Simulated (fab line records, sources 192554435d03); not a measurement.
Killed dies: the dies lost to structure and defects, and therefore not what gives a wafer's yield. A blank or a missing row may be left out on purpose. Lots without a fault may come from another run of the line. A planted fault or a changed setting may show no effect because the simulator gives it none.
What tool caused it? / flow n5-finfet / 57 wafers from 19 lots sampled at 4 of the route's 1938 steps

WHAT THE GAUGES READ, wafer by wafer
N5_BEOL_M7_THK_MEAS_01.
lot=L076; measured=day 10 07:26; on=film-metro-01; M7_ILD_THK (nm)=153.4 154.3 153.3
lot=L077; measured=day 10 17:31; on=film-metro-01; M7_ILD_THK (nm)=152.2 154.9 155.3
lot=L078; measured=day 11 14:08; on=film-metro-01; M7_ILD_THK (nm)=153.0 149.0 155.7
lot=L080; measured=day 11 14:11; on=film-metro-01; M7_ILD_THK (nm)=152.5 153.1 156.3
lot=L081; measured=day 11 18:29; on=film-metro-01; M7_ILD_THK (nm)=155.9 156.6 156.6
lot=L082; measured=day 12 00:36; on=film-metro-02; M7_ILD_THK (nm)=153.0 153.9 156.0
lot=L083; measured=day 12 19:17; on=film-metro-02; M7_ILD_THK (nm)=154.6 153.8 155.0
lot=L084; measured=day 12 22:20; on=film-metro-01; M7_ILD_THK (nm)=153.9 155.3 158.3
lot=L086; measured=day 13 07:55; on=film-metro-02; M7_ILD_THK (nm)=152.9 156.6 157.6
lot=L087; measured=day 13 09:35; on=film-metro-02; M7_ILD_THK (nm)=154.6 157.0 154.7
lot=L085; measured=day 13 10:33; on=film-metro-01; M7_ILD_THK (nm)=155.3 156.4 156.6
lot=L091; measured=day 14 16:25; on=film-metro-02; M7_ILD_THK (nm)=150.7 155.2 154.2
lot=L090; measured=day 14 17:26; on=film-metro-02; M7_ILD_THK (nm)=150.2 156.3 156.1
lot=L088; measured=day 14 17:46; on=film-metro-01; M7_ILD_THK (nm)=156.9 156.9 156.7
lot=L092; measured=day 14 22:19; on=film-metro-02; M7_ILD_THK (nm)=153.7 154.2 157.4
lot=L094; measured=day 14 23:11; on=film-metro-01; M7_ILD_THK (nm)=158.2 158.1 157.0
lot=L093; measured=day 15 05:46; on=film-metro-02; M7_ILD_THK (nm)=154.2 156.4 156.2
lot=L095; measured=day 15 21:44; on=film-metro-02; M7_ILD_THK (nm)=155.1 156.0 156.7
lot=L096; measured=day 15 22:50; on=film-metro-01; M7_ILD_THK (nm)=154.4 155.9 156.1

WHICH TOOL RAN EACH LOT (tool, then ch and the chambers of the sampled wafers, then the start)
lot=L076; N5_BEOL_M6_ETCH_72=rie-diel-04 ch 1,3, day 10 03:42; N5_BEOL_M6_STRIP_36=rie-diel-04 ch 1,3, day 10 03:53; N5_BEOL_M6_STRIP_80=rie-diel-04 ch 1,3, day 10 07:26 or earlier
lot=L077; N5_BEOL_M6_ETCH_72=rie-diel-03 ch 0,1,3, day 10 14:15; N5_BEOL_M6_STRIP_36=rie-diel-03 ch 0,1,3, day 10 14:27; N5_BEOL_M6_STRIP_80=rie-diel-03 ch 0,1,3, day 10 17:31 or earlier
lot=L078; N5_BEOL_M6_ETCH_72=rie-diel-03 ch 1,3, day 11 10:16; N5_BEOL_M6_STRIP_36=rie-diel-03 ch 1,3, day 11 10:28; N5_BEOL_M6_STRIP_80=rie-diel-03 ch 1,3, day 11 14:08 or earlier
lot=L080; N5_BEOL_M6_ETCH_72=rie-diel-04 ch 0,2,3, day 11 10:19; N5_BEOL_M6_STRIP_36=rie-diel-04 ch 0,2,3, day 11 10:31; N5_BEOL_M6_STRIP_80=rie-diel-04 ch 0,2,3, day 11 14:11 or earlier
lot=L081; N5_BEOL_M6_ETCH_72=rie-diel-03 ch 0,1, day 11 14:55; N5_BEOL_M6_STRIP_36=rie-diel-03 ch 0,1, day 11 15:07; N5_BEOL_M6_STRIP_80=rie-diel-03 ch 0,1, day 11 18:29 or earlier
lot=L082; N5_BEOL_M6_ETCH_72=rie-diel-03 ch 1,3, day 11 19:41; N5_BEOL_M6_STRIP_36=rie-diel-03 ch 1,3, day 11 19:53; N5_BEOL_M6_STRIP_80=rie-diel-03 ch 1,3, day 12 00:36 or earlier
lot=L083; N5_BEOL_M6_ETCH_72=rie-diel-06 ch 0,2,3, day 12 14:29; N5_BEOL_M6_STRIP_36=rie-diel-06 ch 0,2,3, day 12 14:40; N5_BEOL_M6_STRIP_80=rie-diel-06 ch 0,2,3, day 12 19:17 or earlier
lot=L084; N5_BEOL_M6_ETCH_72=rie-diel-04 ch 0,1,3, day 12 17:45; N5_BEOL_M6_STRIP_36=rie-diel-04 ch 0,1,3, day 12 17:56; N5_BEOL_M6_STRIP_80=rie-diel-04 ch 0,1,3, day 12 22:20 or earlier
lot=L086; N5_BEOL_M6_ETCH_72=rie-diel-06 ch 0,2, day 13 03:51; N5_BEOL_M6_STRIP_36=rie-diel-06 ch 0,2, day 13 04:02; N5_BEOL_M6_STRIP_80=rie-diel-06 ch 0,2, day 13 07:55 or earlier
lot=L087; N5_BEOL_M6_ETCH_72=rie-diel-03 ch 0,1,3, day 13 04:12; N5_BEOL_M6_STRIP_36=rie-diel-03 ch 0,1,3, day 13 04:24; N5_BEOL_M6_STRIP_80=rie-diel-03 ch 0,1,3, day 13 09:35 or earlier
lot=L085; N5_BEOL_M6_ETCH_72=rie-diel-06 ch 0,1,2, day 13 07:08; N5_BEOL_M6_STRIP_36=rie-diel-06 ch 0,1,2, day 13 07:20; N5_BEOL_M6_STRIP_80=rie-diel-06 ch 0,1,2, day 13 10:33 or earlier
lot=L091; N5_BEOL_M6_ETCH_72=rie-diel-04 ch 2,3, day 14 11:28; N5_BEOL_M6_STRIP_36=rie-diel-04 ch 2,3, day 14 11:39; N5_BEOL_M6_STRIP_80=rie-diel-04 ch 2,3, day 14 16:25 or earlier
lot=L090; N5_BEOL_M6_ETCH_72=rie-diel-06 ch 0,1, day 14 13:54; N5_BEOL_M6_STRIP_36=rie-diel-06 ch 0,1, day 14 14:05; N5_BEOL_M6_STRIP_80=rie-diel-06 ch 0,1, day 14 17:26 or earlier
lot=L088; N5_BEOL_M6_ETCH_72=rie-diel-06 ch 0,1,3, day 14 14:17; N5_BEOL_M6_STRIP_36=rie-diel-06 ch 0,1,3, day 14 14:29; N5_BEOL_M6_STRIP_80=rie-diel-06 ch 0,1,3, day 14 17:46 or earlier
lot=L092; N5_BEOL_M6_ETCH_72=rie-diel-04 ch 1,2, day 14 17:51; N5_BEOL_M6_STRIP_36=rie-diel-04 ch 1,2, day 14 18:03; N5_BEOL_M6_STRIP_80=rie-diel-04 ch 1,2, day 14 22:19 or earlier
lot=L094; N5_BEOL_M6_ETCH_72=rie-diel-04 ch 0,1,3, day 14 19:34; N5_BEOL_M6_STRIP_36=rie-diel-04 ch 0,1,3, day 14 19:46; N5_BEOL_M6_STRIP_80=rie-diel-04 ch 0,1,3, day 14 23:11 or earlier
lot=L093; N5_BEOL_M6_ETCH_72=rie-diel-04 ch 1,3, day 15 00:55; N5_BEOL_M6_STRIP_36=rie-diel-04 ch 1,3, day 15 01:07; N5_BEOL_M6_STRIP_80=rie-diel-04 ch 1,3, day 15 05:46 or earlier
lot=L095; N5_BEOL_M6_ETCH_72=rie-diel-04 ch 0,1, day 15 17:15; N5_BEOL_M6_STRIP_36=rie-diel-04 ch 0,1, day 15 17:27; N5_BEOL_M6_STRIP_80=rie-diel-04 ch 0,1, day 15 21:44 or earlier
lot=L096; N5_BEOL_M6_ETCH_72=rie-diel-04 ch 0,1,2, day 15 19:22; N5_BEOL_M6_STRIP_36=rie-diel-04 ch 0,1,2, day 15 19:33; N5_BEOL_M6_STRIP_80=rie-diel-04 ch 0,1,2, day 15 22:50 or earlier
- N5_BEOL_M6_ETCH_72: etches underlayer in N2/H2, target depth 6.5 nm, time 5.2 s.
- N5_BEOL_M6_STRIP_36: strips in N2/H2.
- N5_BEOL_M6_STRIP_80: strips in N2/H2, time 10 s.

WHAT THE TOOLS THEMSELVES READ (means of the sampled wafers that have a number; where no wafer has one, the mark that the record gives instead)
N5_BEOL_M6_ETCH_72.
lot=L076; tool=rie-diel-04; bias-w (W)=149.7; drypump-motor-current-A (A)=5.8; etch-rf-on-time-s (s)=5.27; oes-product-au (a.u.)=0.60; rf-vpp-V (V)=521.1; showerhead-plenum-p-Torr (Torr)=2.49; throttle-valve-pct (%)=17.58
lot=L077; tool=rie-diel-03; bias-w (W)=149.9; drypump-motor-current-A (A)=5.7; etch-rf-on-time-s (s)=5.24; oes-product-au (a.u.)=0.66; rf-vpp-V (V)=524.8; showerhead-plenum-p-Torr (Torr)=2.54; throttle-valve-pct (%)=17.66
lot=L078; tool=rie-diel-03; bias-w (W)=149.9; drypump-motor-current-A (A)=6.1; etch-rf-on-time-s (s)=5.12; oes-product-au (a.u.)=0.67; rf-vpp-V (V)=522.0; showerhead-plenum-p-Torr (Torr)=2.51; throttle-valve-pct (%)=17.53
lot=L080; tool=rie-diel-04; bias-w (W)=150.4; drypump-motor-current-A (A)=5.8; etch-rf-on-time-s (s)=5.24; oes-product-au (a.u.)=0.61; rf-vpp-V (V)=522.4; showerhead-plenum-p-Torr (Torr)=2.49; throttle-valve-pct (%)=17.97
lot=L081; tool=rie-diel-03; bias-w (W)=149.7; drypump-motor-current-A (A)=6.0; etch-rf-on-time-s (s)=5.24; oes-product-au (a.u.)=0.66; rf-vpp-V (V)=525.7; showerhead-plenum-p-Torr (Torr)=2.57; throttle-valve-pct (%)=17.57
lot=L082; tool=rie-diel-03; bias-w (W)=149.5; drypump-motor-current-A (A)=5.9; etch-rf-on-time-s (s)=5.22; oes-product-au (a.u.)=0.66; rf-vpp-V (V)=521.9; showerhead-plenum-p-Torr (Torr)=2.48; throttle-valve-pct (%)=17.66
lot=L083; tool=rie-diel-06; bias-w (W)=150.0; drypump-motor-current-A (A)=5.2; etch-rf-on-time-s (s)=5.15; oes-product-au (a.u.)=0.76; rf-vpp-V (V)=527.2; showerhead-plenum-p-Torr (Torr)=2.61; throttle-valve-pct (%)=17.75
lot=L084; tool=rie-diel-04; bias-w (W)=150.4; drypump-motor-current-A (A)=5.5; etch-rf-on-time-s (s)=5.27; oes-product-au (a.u.)=0.62; rf-vpp-V (V)=522.2; showerhead-plenum-p-Torr (Torr)=2.45; throttle-valve-pct (%)=17.72
lot=L086; tool=rie-diel-06; bias-w (W)=149.9; drypump-motor-current-A (A)=5.4; etch-rf-on-time-s (s)=5.14; oes-product-au (a.u.)=0.76; rf-vpp-V (V)=526.0; showerhead-plenum-p-Torr (Torr)=2.57; throttle-valve-pct (%)=17.67
lot=L087; tool=rie-diel-03; bias-w (W)=150.1; drypump-motor-current-A (A)=5.7; etch-rf-on-time-s (s)=5.24; oes-product-au (a.u.)=0.65; rf-vpp-V (V)=523.0; showerhead-plenum-p-Torr (Torr)=2.54; throttle-valve-pct (%)=17.68
lot=L085; tool=rie-diel-06; bias-w (W)=150.0; drypump-motor-current-A (A)=5.5; etch-rf-on-time-s (s)=5.12; oes-product-au (a.u.)=0.74; rf-vpp-V (V)=526.0; showerhead-plenum-p-Torr (Torr)=2.61; throttle-valve-pct (%)=17.74
lot=L091; tool=rie-diel-04; bias-w (W)=150.3; drypump-motor-current-A (A)=6.1; etch-rf-on-time-s (s)=5.25; oes-product-au (a.u.)=0.65; rf-vpp-V (V)=522.9; showerhead-plenum-p-Torr (Torr)=2.50; throttle-valve-pct (%)=17.76
lot=L090; tool=rie-diel-06; bias-w (W)=149.6; drypump-motor-current-A (A)=5.5; etch-rf-on-time-s (s)=5.24; oes-product-au (a.u.)=0.71; rf-vpp-V (V)=526.4; showerhead-plenum-p-Torr (Torr)=2.62; throttle-valve-pct (%)=17.85
lot=L088; tool=rie-diel-06; bias-w (W)=150.4; drypump-motor-current-A (A)=5.4; etch-rf-on-time-s (s)=5.08; oes-product-au (a.u.)=0.72; rf-vpp-V (V)=526.7; showerhead-plenum-p-Torr (Torr)=2.64; throttle-valve-pct (%)=17.83
lot=L092; tool=rie-diel-04; bias-w (W)=149.9; drypump-motor-current-A (A)=6.1; etch-rf-on-time-s (s)=5.20; oes-product-au (a.u.)=0.67; rf-vpp-V (V)=521.0; showerhead-plenum-p-Torr (Torr)=2.44; throttle-valve-pct (%)=17.69
lot=L094; tool=rie-diel-04; bias-w (W)=150.1; drypump-motor-current-A (A)=5.5; etch-rf-on-time-s (s)=5.23; oes-product-au (a.u.)=0.61; rf-vpp-V (V)=521.8; showerhead-plenum-p-Torr (Torr)=2.45; throttle-valve-pct (%)=17.75
lot=L093; tool=rie-diel-04; bias-w (W)=149.9; drypump-motor-current-A (A)=5.7; etch-rf-on-time-s (s)=5.22; oes-product-au (a.u.)=0.59; rf-vpp-V (V)=521.6; showerhead-plenum-p-Torr (Torr)=2.43; throttle-valve-pct (%)=17.63
lot=L095; tool=rie-diel-04; bias-w (W)=150.4; drypump-motor-current-A (A)=5.2; etch-rf-on-time-s (s)=5.32; oes-product-au (a.u.)=0.63; rf-vpp-V (V)=519.1; showerhead-plenum-p-Torr (Torr)=2.42; throttle-valve-pct (%)=17.85
lot=L096; tool=rie-diel-04; bias-w (W)=149.8; drypump-motor-current-A (A)=5.8; etch-rf-on-time-s (s)=5.27; oes-product-au (a.u.)=0.67; rf-vpp-V (V)=520.9; showerhead-plenum-p-Torr (Torr)=2.44; throttle-valve-pct (%)=17.84

N5_BEOL_M6_STRIP_36.
lot=L076; tool=rie-diel-04; drypump-motor-current-A (A)=5.8; oes-product-au (a.u.)=0.71; rf-vpp-V (V)=59.2; showerhead-plenum-p-Torr (Torr)=2.48; throttle-valve-pct (%)=23.19
lot=L077; tool=rie-diel-03; drypump-motor-current-A (A)=5.7; oes-product-au (a.u.)=0.78; rf-vpp-V (V)=58.6; showerhead-plenum-p-Torr (Torr)=2.54; throttle-valve-pct (%)=23.42
lot=L078; tool=rie-diel-03; drypump-motor-current-A (A)=6.1; oes-product-au (a.u.)=0.78; rf-vpp-V (V)=59.8; showerhead-plenum-p-Torr (Torr)=2.51; throttle-valve-pct (%)=23.27
lot=L080; tool=rie-diel-04; drypump-motor-current-A (A)=5.8; oes-product-au (a.u.)=0.71; rf-vpp-V (V)=59.7; showerhead-plenum-p-Torr (Torr)=2.48; throttle-valve-pct (%)=23.68
lot=L081; tool=rie-diel-03; drypump-motor-current-A (A)=5.9; oes-product-au (a.u.)=0.77; rf-vpp-V (V)=59.1; showerhead-plenum-p-Torr (Torr)=2.57; throttle-valve-pct (%)=23.24
lot=L082; tool=rie-diel-03; drypump-motor-current-A (A)=5.9; oes-product-au (a.u.)=0.78; rf-vpp-V (V)=58.4; showerhead-plenum-p-Torr (Torr)=2.47; throttle-valve-pct (%)=23.46
lot=L083; tool=rie-diel-06; drypump-motor-current-A (A)=5.2; oes-product-au (a.u.)=0.88; rf-vpp-V (V)=61.4; showerhead-plenum-p-Torr (Torr)=2.61; throttle-valve-pct (%)=23.51
lot=L084; tool=rie-diel-04; drypump-motor-current-A (A)=5.5; oes-product-au (a.u.)=0.72; rf-vpp-V (V)=59.3; showerhead-plenum-p-Torr (Torr)=2.45; throttle-valve-pct (%)=23.37
lot=L086; tool=rie-diel-06; drypump-motor-current-A (A)=5.4; oes-product-au (a.u.)=0.89; rf-vpp-V (V)=59.8; showerhead-plenum-p-Torr (Torr)=2.57; throttle-valve-pct (%)=23.47
lot=L087; tool=rie-diel-03; drypump-motor-current-A (A)=5.7; oes-product-au (a.u.)=0.75; rf-vpp-V (V)=59.4; showerhead-plenum-p-Torr (Torr)=2.53; throttle-valve-pct (%)=23.44
lot=L085; tool=rie-diel-06; drypump-motor-current-A (A)=5.5; oes-product-au (a.u.)=0.86; rf-vpp-V (V)=60.3; showerhead-plenum-p-Torr (Torr)=2.61; throttle-valve-pct (%)=23.54
lot=L091; tool=rie-diel-04; drypump-motor-current-A (A)=6.1; oes-product-au (a.u.)=0.76; rf-vpp-V (V)=59.3; showerhead-plenum-p-Torr (Torr)=2.49; throttle-valve-pct (%)=23.39
lot=L090; tool=rie-diel-06; drypump-motor-current-A (A)=5.5; oes-product-au (a.u.)=0.82; rf-vpp-V (V)=58.1; showerhead-plenum-p-Torr (Torr)=2.61; throttle-valve-pct (%)=23.71
lot=L088; tool=rie-diel-06; drypump-motor-current-A (A)=5.4; oes-product-au (a.u.)=0.85; rf-vpp-V (V)=58.6; showerhead-plenum-p-Torr (Torr)=2.64; throttle-valve-pct (%)=23.61
lot=L092; tool=rie-diel-04; drypump-motor-current-A (A)=6.1; oes-product-au (a.u.)=0.79; rf-vpp-V (V)=58.9; showerhead-plenum-p-Torr (Torr)=2.43; throttle-valve-pct (%)=23.36
lot=L094; tool=rie-diel-04; drypump-motor-current-A (A)=5.5; oes-product-au (a.u.)=0.71; rf-vpp-V (V)=59.5; showerhead-plenum-p-Torr (Torr)=2.44; throttle-valve-pct (%)=23.40
lot=L093; tool=rie-diel-04; drypump-motor-current-A (A)=5.7; oes-product-au (a.u.)=0.69; rf-vpp-V (V)=59.2; showerhead-plenum-p-Torr (Torr)=2.43; throttle-valve-pct (%)=23.19
lot=L095; tool=rie-diel-04; drypump-motor-current-A (A)=5.2; oes-product-au (a.u.)=0.74; rf-vpp-V (V)=57.9; showerhead-plenum-p-Torr (Torr)=2.41; throttle-valve-pct (%)=23.56
lot=L096; tool=rie-diel-04; drypump-motor-current-A (A)=5.8; oes-product-au (a.u.)=0.78; rf-vpp-V (V)=60.2; showerhead-plenum-p-Torr (Torr)=2.44; throttle-valve-pct (%)=23.58

N5_BEOL_M6_STRIP_80.
lot=L076; tool=rie-diel-04; drypump-motor-current-A (A)=5.8; oes-product-au (a.u.)=0.71; rf-vpp-V (V)=58.6; showerhead-plenum-p-Torr (Torr)=2.48; throttle-valve-pct (%)=23.16
lot=L077; tool=rie-diel-03; drypump-motor-current-A (A)=5.7; oes-product-au (a.u.)=0.78; rf-vpp-V (V)=59.2; showerhead-plenum-p-Torr (Torr)=2.54; throttle-valve-pct (%)=23.42
lot=L078; tool=rie-diel-03; drypump-motor-current-A (A)=6.1; oes-product-au (a.u.)=0.78; rf-vpp-V (V)=59.8; showerhead-plenum-p-Torr (Torr)=2.51; throttle-valve-pct (%)=23.27
lot=L080; tool=rie-diel-04; drypump-motor-current-A (A)=5.8; oes-product-au (a.u.)=0.71; rf-vpp-V (V)=59.0; showerhead-plenum-p-Torr (Torr)=2.48; throttle-valve-pct (%)=23.66
lot=L081; tool=rie-diel-03; drypump-motor-current-A (A)=5.9; oes-product-au (a.u.)=0.77; rf-vpp-V (V)=58.8; showerhead-plenum-p-Torr (Torr)=2.57; throttle-valve-pct (%)=23.25
lot=L082; tool=rie-diel-03; drypump-motor-current-A (A)=5.9; oes-product-au (a.u.)=0.78; rf-vpp-V (V)=58.2; showerhead-plenum-p-Torr (Torr)=2.47; throttle-valve-pct (%)=23.45
lot=L083; tool=rie-diel-06; drypump-motor-current-A (A)=5.2; oes-product-au (a.u.)=0.88; rf-vpp-V (V)=59.9; showerhead-plenum-p-Torr (Torr)=2.61; throttle-valve-pct (%)=23.51
lot=L084; tool=rie-diel-04; drypump-motor-current-A (A)=5.5; oes-product-au (a.u.)=0.72; rf-vpp-V (V)=58.7; showerhead-plenum-p-Torr (Torr)=2.45; throttle-valve-pct (%)=23.36
lot=L086; tool=rie-diel-06; drypump-motor-current-A (A)=5.3; oes-product-au (a.u.)=0.89; rf-vpp-V (V)=59.3; showerhead-plenum-p-Torr (Torr)=2.57; throttle-valve-pct (%)=23.46
lot=L087; tool=rie-diel-03; drypump-motor-current-A (A)=5.7; oes-product-au (a.u.)=0.75; rf-vpp-V (V)=59.3; showerhead-plenum-p-Torr (Torr)=2.53; throttle-valve-pct (%)=23.43
lot=L085; tool=rie-diel-06; drypump-motor-current-A (A)=5.5; oes-product-au (a.u.)=0.86; rf-vpp-V (V)=59.2; showerhead-plenum-p-Torr (Torr)=2.61; throttle-valve-pct (%)=23.56
lot=L091; tool=rie-diel-04; drypump-motor-current-A (A)=6.1; oes-product-au (a.u.)=0.76; rf-vpp-V (V)=58.6; showerhead-plenum-p-Torr (Torr)=2.49; throttle-valve-pct (%)=23.39
lot=L090; tool=rie-diel-06; drypump-motor-current-A (A)=5.5; oes-product-au (a.u.)=0.83; rf-vpp-V (V)=59.7; showerhead-plenum-p-Torr (Torr)=2.61; throttle-valve-pct (%)=23.70
lot=L088; tool=rie-diel-06; drypump-motor-current-A (A)=5.4; oes-product-au (a.u.)=0.84; rf-vpp-V (V)=60.2; showerhead-plenum-p-Torr (Torr)=2.64; throttle-valve-pct (%)=23.60
lot=L092; tool=rie-diel-04; drypump-motor-current-A (A)=6.1; oes-product-au (a.u.)=0.78; rf-vpp-V (V)=58.4; showerhead-plenum-p-Torr (Torr)=2.43; throttle-valve-pct (%)=23.35
lot=L094; tool=rie-diel-04; drypump-motor-current-A (A)=5.5; oes-product-au (a.u.)=0.71; rf-vpp-V (V)=59.4; showerhead-plenum-p-Torr (Torr)=2.44; throttle-valve-pct (%)=23.39
lot=L093; tool=rie-diel-04; drypump-motor-current-A (A)=5.7; oes-product-au (a.u.)=0.69; rf-vpp-V (V)=59.4; showerhead-plenum-p-Torr (Torr)=2.43; throttle-valve-pct (%)=23.21
lot=L095; tool=rie-diel-04; drypump-motor-current-A (A)=5.2; oes-product-au (a.u.)=0.74; rf-vpp-V (V)=58.9; showerhead-plenum-p-Torr (Torr)=2.41; throttle-valve-pct (%)=23.57
lot=L096; tool=rie-diel-04; drypump-motor-current-A (A)=5.8; oes-product-au (a.u.)=0.79; rf-vpp-V (V)=59.3; showerhead-plenum-p-Torr (Torr)=2.44; throttle-valve-pct (%)=23.57

THE ANSWER, worked out from the rows above alone
Rule: usual is defined by the lots themselves. The widest of any qualifying gaps counts: lots, ordered by their means at a reading, are off when they make up no more than a third of the lots, leave a main group of 4 or more, and stand apart from it by 3 or more times the standard deviation of that group's means. Not used: any main group whose means are identical at the precision the tables above print for the reading. A lot without any number at a reading at which 4 lots or more have one is off too. Where the step has rows for the other lots, those lots are counted as sound. First the gauges in route order, then the tools' own readings, where a lot's mean is used as printed above. The first step at which some lot is off is used, and at that step the reading that is off furthest; a lot without a number counts as furthest.
No lot is off at any reading shown: from this, nothing can be told.

WHAT WAS PUT IN BY THE SIMULATOR
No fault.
